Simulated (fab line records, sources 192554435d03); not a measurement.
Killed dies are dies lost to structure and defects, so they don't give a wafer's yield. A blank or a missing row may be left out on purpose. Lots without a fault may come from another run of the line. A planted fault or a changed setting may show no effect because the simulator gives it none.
fab line records | flow n5_finfet
record lots=4 wafers=11 last_day=18
route steps=1938 shown WELL_APT@46 PMOS_HMC_CHANNEL_EPI@57 SD_EPI_N@284 BEOL_M4@1111 PASSIVATION@1936
lots that met no fault: from a run of the same line without faults
start_h: hours from the record's first day to the start of the lot's first wafer shown | wait_h: hours since the lot's step before | " the same as in the row above | L1.1+2: a row that stands for several wafers | - no value, or no start given | * or withheld: withheld | < > ~ a bound
route shown NAME@n: a module of which the file shows steps, and the number in the route of the first | usual: mean/standard deviation of fault-free wafers | same: alike in all rows | chamber/n: place in a boat | sites: the reading at each site | _std_site: their standard deviation | _edge_site: outer sites' mean less inner sites' | radius_mm: how far each site lies from the wafer's centre | mask NAME#n: copy n | behind: the tool/chamber that last shaped the wafer | hold: why the lot was held/for how many hours/how that ended | device: the transistor (n, p or np) that didn't switch | end of line: the same wafers' tests at the end of the route | a step without rows: its recipe alone | killed: dies lost to structure and defects at the first sort, not the wafer's yield | map: a wafer's dies, x killed, . not, _ none there
set.NAME: the setting as run; set.NAME@STEP: as run at that earlier step | model.NAME: the simulator's own value behind a step, which no gauge read
lots at some steps of the route; a table a step, a row a wafer
services: from which hour (start_h, from the record's first day; less than 0 if before it) a tool's chamber was out of use, for how many hours, and why
## steps
# step N5_WELL_APT_DESCUM_30
# recipe chemistry=O2 time_s=7.9 source_power_w=50 bias_power_w=20 pressure_mtorr=20 rf_frequency_hz=2.712e+07 temp_c=40 o2_flow_sccm=225
# step N5_WELL_APT_IMPLANT_31
# recipe species=B energy_kev=60 dose_cm2=1.5e+13 tilt_deg=0 rotation_deg=0
# step N5_WELL_APT_IMPLANT_32
# recipe species=BF2 energy_kev=50 dose_cm2=2e+13 tilt_deg=0 rotation_deg=0
# step N5_WELL_APT_STRIP_33
# recipe chemistry=SPM time_s=900 temp_c=130 h2so4_h2o2_vol_ratio=4 dry=ipa_marangoni
# step N5_WELL_APT_RTA_34
# recipe temp_c=1000 time_s=10 ambient=N2 idle_temp_c=600 ramp_up_c_per_s=150 ramp_down_c_per_s=60 cool_to_c=600
# step N5_WELL_APT_OXIDE_STRIP_42
# recipe chemistry=dHF dilution=25:1 time_s=45 temp_c=25 target=SiO2 target_depth_a=120
# step N5_WELL_APT_PRECLEAN_36
# recipe chemistry=O3/DIW time_s=45 temp_c=22 o3_ppm=10
# step N5_WELL_APT_PRECLEAN_39
# recipe chemistry=dHF time_s=60 dilution=150:1 temp_c=25
# step N5_WELL_APT_SRD_37
# recipe dry=ipa_marangoni do_ppb=5 time_s=30 temp_c=23 rinse_liquid=diw
# step N5_WELL_APT_EPI_41
# recipe material=Si target_thk_a=500 temp_c=650 precursor=SiH4/H2 pressure_torr=20 time_s=297.7
# usual susceptor_temp_C=649.99/0.29 throttle_valve_pct=10.9/0.38
# columns lot.wafer tool chamber start_h wait_h susceptor_temp_C throttle_valve_pct model.Si_of_WELL_APT_EPI_41.thk_nm
L358.1 epi_rpcvd-04 0 40.34 0.0 650.04 11.4 50.11
L358.4 " 0 " " 649.52 10.9 49.91
L358.5 " 0 " " 649.96 11.2 49.51
L365.2 epi_rpcvd-01 0 82.06 0.1 650.56 10.6 50.4
L365.3 " 0 " " 650.17 10.5 49.63
L365.5 " 0 " " 650.52 11.0 50.77
L369.1 epi_rpcvd-01 0 106.96 0.0 649.72 10.6 45.51
L369.4 " 0 " " 650.23 10.6 49.33
L369.6 " 0 " " 650.37 10.6 49.66
L370.1 epi_rpcvd-01 0 112.55 0.0 650.23 10.7 45.3
L370.3 " 0 " " 650.44 10.5 45.7
# step N5_PMOS_HMC_CHANNEL_EPI_HM_DEP_34
# recipe material=SiO2 target_thk_a=360 temp_c=400 precursor=TEOS/O2 pressure_torr=6.5 rf_w=900 teos_flow_sccm=161.4 gas=O2 flow_sccm=2650 time_s=6.9
# step N5_PMOS_HMC_CHANNEL_EPI_COAT_31
# recipe resist=BARC temp_c=205 time_s=60 spin_rpm=1500 resist_thk_nm=66
# step N5_PMOS_HMC_CHANNEL_EPI_COAT_03
# recipe resist=CAR-ArF-block spin_rpm=1500 resist_thk_nm=205
# step N5_PMOS_HMC_CHANNEL_EPI_EBR_05
# recipe solvent=PGMEA ebr_width_mm=1.5
# step N5_PMOS_HMC_CHANNEL_EPI_SOFTBAKE_04
# recipe temp_c=110 time_s=60 resist=CAR-ArF-block
# step N5_PMOS_HMC_CHANNEL_EPI_EXPOSE_06
# recipe mask_id=PMOS_HMC_BLK na=1.35 source_shape=conventional sigma_outer=0.8 polarization=unpolarized target_cd_nm=240 dose_mj=41
# step N5_PMOS_HMC_CHANNEL_EPI_PEB_07
# recipe peb_temp_c=110 peb_time_s=60 resist=CAR-ArF-block
# step N5_PMOS_HMC_CHANNEL_EPI_DEVELOP_08
# recipe develop_time_s=30 developer=TMAH resist=CAR-ArF-block dev_temp_c=23 rinse_liquid=diw dry=air_spin
# step N5_PMOS_HMC_CHANNEL_EPI_DESCUM_14
# recipe chemistry=O2 time_s=7.9 source_power_w=50 bias_power_w=20 pressure_mtorr=20 rf_frequency_hz=2.712e+07 temp_c=40 resist=CAR-ArF-block o2_flow_sccm=225
# step N5_PMOS_HMC_CHANNEL_EPI_ETCH_32
# recipe chemistry=N2/H2 target=BARC stop_on=SiO2 target_depth_a=858 over_etch_frac=0.3 time_s=50.3 ion_energy_ev=200 mask_material=CAR-ArF-block pressure_mtorr=30 source_w=840 bias_w=150 n2_flow_sccm=200 h2_flow_sccm=200
# step N5_PMOS_HMC_CHANNEL_EPI_HM_OPEN_15
# recipe chemistry=CHF3/O2 target=SiO2 mask_material=CAR-ArF-block target_depth_a=406 CHF3_flow_sccm=50 O2_flow_sccm=5 Ar_flow_sccm=200 time_s=20.3 pressure_mtorr=30 source_w=650 bias_w=170 ion_energy_ev=200
# step N5_PMOS_HMC_CHANNEL_EPI_STRIP_33
# recipe chemistry=N2/H2 power_w=500 temp_c=40 pressure_mtorr=50 rf_frequency_hz=6e+07 overash_fraction=0.3 bias_power_w=8 h2_frac=0.5 n2_flow_sccm=300 h2_flow_sccm=300
# step N5_PMOS_HMC_CHANNEL_EPI_STRIP_17
# recipe chemistry=SPM time_s=750 temp_c=130 h2so4_h2o2_vol_ratio=4 dry=ipa_marangoni
# step N5_PMOS_HMC_CHANNEL_EPI_ETCH_38
# recipe chemistry=CF4 target=SiO2 target_depth_a=15 ion_energy_ev=350 pressure_mtorr=10 icp_w=800 bias_w=400 cf4_flow_sccm=80
# step N5_PMOS_HMC_CHANNEL_EPI_FIN_RECESS_16
# recipe chemistry=HBr/Cl2 target=Si mask_material=SiO2 target_depth_a=540 time_s=18 pressure_mtorr=10 icp_w=800 bias_w=75 HBr_flow_sccm=150 Cl2_flow_sccm=80
# step N5_PMOS_HMC_CHANNEL_EPI_PRECLEAN_36
# recipe chemistry=O3/DIW time_s=45 temp_c=22 o3_ppm=10
# step N5_PMOS_HMC_CHANNEL_EPI_PRECLEAN_18
# recipe chemistry=DHF time_s=30 temp_c=25 dilution=withheld
# step N5_PMOS_HMC_CHANNEL_EPI_SRD_19
# recipe dry=ipa_marangoni do_ppb=5 time_s=30 temp_c=23 rinse_liquid=diw
# step N5_PMOS_HMC_CHANNEL_EPI_EPI_20
# recipe material=SiGe30 mask_material=SiO2 pressure_torr=20 target_thk_a=590 temp_c=600
# step N5_PMOS_HMC_CHANNEL_EPI_HM_STRIP_35
# recipe chemistry=dHF temp_c=25 material=SiO2 target=SiO2 target_depth_a=396 time_s=216
# step N5_PMOS_HMC_CHANNEL_EPI_SRD_39
# recipe dry=ipa_marangoni time_s=30 temp_c=23 rinse_liquid=diw
# step N5_PMOS_HMC_CHANNEL_EPI_CMP_21
# recipe material=SiGe30 post_cmp_clean=alkaline_brush target_thk_nm=54
# step N5_PMOS_HMC_CHANNEL_EPI_PRECLEAN_40
# recipe chemistry=DHF time_s=30 temp_c=25 dilution=withheld
# step N5_PMOS_HMC_CHANNEL_EPI_PRECLEAN_37
# recipe chemistry=O3/DIW time_s=45 temp_c=22 o3_ppm=10
# step N5_SD_EPI_N_STRIP_18
# recipe chemistry=SPM time_s=750 temp_c=130 h2so4_h2o2_vol_ratio=4
# columns lot.wafer tool chamber start_h wait_h model.Si_of_WELL_APT_EPI_41.thk_nm
L358.1 wet_bench-01 7 73.30 0.0 8.8
L358.4 " 2 " " 9
L358.5 " 5 " " 6.8
L365.2 wet_bench-01 5 117.17 0.0 8.2
L365.3 " 6 " " 8
L365.5 " 2 " " 8.6
L369.1 wet_bench-05 4 146.00 0.0 4.6
L369.4 " 1 " " 7.6
L369.6 " 3 " " 9
L370.1 wet_bench-01 7 148.15 0.0 4
L370.3 " 5 " " 3.6
# step N5_BEOL_M4_RC_MEAS_101
# usual CJ_N=4.35/0.084 CJ_P=5.82/0.17 DIBL_N=36.0/1.7 DIBL_P=36.2/1.9 IOFF_N=0.154/0.028 IOFF_P=0.21/0.036 ION_N=675/11 ION_P=463/8.3 SS_N=71.4/0.63 SS_P=73.2/0.55 VT_N=250.2/3 VT_P=-251/3.7
# columns lot.wafer tool chamber start_h wait_h CJ_N CJ_P DIBL_N[mV/V] DIBL_P[mV/V] IOFF_N[nA/um] IOFF_P[nA/um] ION_N[uA/um] ION_P[uA/um] SS_N[mV/dec] SS_P[mV/dec] VT_N[mV] VT_P[mV]
L358.1 prober-02 0 239.53 0.0 4.28 6.00 34.3 34.7 0.126 0.17 675 459 70.9 72.1 249.3 -251
L358.4 " 0 " " 4.21 6.01 35.3 36.5 0.142 0.19 677 465 71.6 72.9 251.4 -249
L358.5 " 0 " " 4.43 5.76 37.2 37.9 0.172 0.22 687 475 71.5 73.1 247.1 -249
L365.2 prober-01 0 297.67 0.2 4.31 5.73 35.7 35.4 0.148 0.16 674 451 70.8 73.4 249.5 -256
L365.3 " 0 " " 4.26 5.80 34.3 34.2 0.130 0.15 663 448 70.7 73.3 250.6 -256
L365.5 " 0 " " 4.38 5.56 36.5 36.8 0.164 0.18 686 462 71.8 73.0 251.3 -256
L369.1 prober-02 0 309.89 0.0 4.66 5.63 38.4 38.6 0.191 0.30 684 477 71.6 74.1 245.8 -244
L369.4 " 0 " " 4.41 5.82 38.5 38.3 0.193 0.28 682 476 72.0 73.6 244.9 -244
L369.6 " 0 " " 4.31 6.12 36.8 36.4 0.144 0.25 672 472 70.6 73.4 249.5 -246
L370.1 prober-01 0 315.85 0.0 4.71 5.01 34.9 35.1 0.136 0.18 673 463 70.7 73.4 252.3 -255
L370.3 " 0 " " 4.76 5.28 33.1 31.7 0.107 0.13 647 447 70.7 72.5 255.9 -259
# step N5_PASSIVATION_PROBE_49
# usual defect_limited_yield=90.9/1.4 killed_at_M0_to_M3=38/11 killed_at_M4_up=13/5.9 killed_at_contacts=14/6.4 killed_at_front_end=38/11 killed_at_other=3.3/2.5 killed_dies=107/16 killed_on_rim=14/3.6 killed_open=70/12 killed_short=35/7.7 sort_bin_5_function=5.3/0.94 sort_bin_6_memory=3.5/0.7 sort_n_pass=1073/16 sort_yield_pct=90.9/1.4
# same gross_dies=1180 killed_at_back_side=0 sort_bin_4_leakage[%]=0 sort_bin_8_speed[%]=0
# columns lot.wafer tool chamber start_h wait_h defect_limited_yield[%] killed_at_M0_to_M3 killed_at_M4_up killed_at_contacts killed_at_front_end killed_at_other killed_dies killed_on_rim killed_open killed_short sort_bin_5_function[%] sort_bin_6_memory[%] sort_n_pass sort_yield_pct[%]
L365.5 prober-01 - 407.23 0.2 90.2 36 15 14 45 6 116 20 67 47 6.4 2.8 1064 90.2
L369.4 prober-01 - 417.50 0.2 89.3 64 15 11 30 6 126 10 84 41 6.6 3.8 1054 89.3
# killed by level:class
L365.5 BEOL_M3:geometric_particle:open=13 MOL_CONTACT_COAG:geometric_particle:open=11 BEOL_M4:geometric_particle:open=11 FIN_SAQP:geometric_particle:short=8 GATE_CUT:geometric_particle:short=7 FIN_SAQP:geometric_particle:open=5 BEOL_M3:geometric_particle:short=5 DUMMY_GATE:geometric_particle:open=4
L369.4 BEOL_M0_SAQP:geometric_particle:open=16 BEOL_M3:geometric_particle:open=11 MOL_CONTACT_COAG:geometric_particle:open=9 BEOL_M1:geometric_particle:open=9 BEOL_M2:geometric_particle:open=8 BEOL_M0_SAQP:geometric_particle:short=7 FIN_SAQP:geometric_particle:short=6 BEOL_M3:geometric_particle:short=6
## services
# columns tool chamber start_h hours kind
epi_rpcvd-04 - 57.37 1.1 repair
## key
first_sign step=N5_BEOL_M4_RC_MEAS_101 reading=CJ_N direction=up sigmas=4.2 usual=4.35 struck=4.71
effect step=N5_BEOL_M4_RC_MEAS_101 reading=CJ_P direction=down sigmas=3 usual=5.82 struck=5.31
model_effect step=N5_WELL_APT_EPI_41 value=Si_of_WELL_APT_EPI_41.thk_nm without=49.72 struck=45.5
model_effect step=N5_SD_EPI_N_STRIP_18 value=Si_of_WELL_APT_EPI_41.thk_nm without=8.2 struck=4.067
met_at N5_WELL_APT_EPI_41
struck_wafers L369.1,L370.1,L370.3
onset_between 82.06 106.96
fault kind=process_parameter_drift tool=epi_rpcvd-01 chamber=- onset_h=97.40 steps=N5_WELL_APT_EPI_41 channel=target_thk_a offset=* shape=step end_h=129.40 scope=struck_wafers_only acts_in=* stated=*
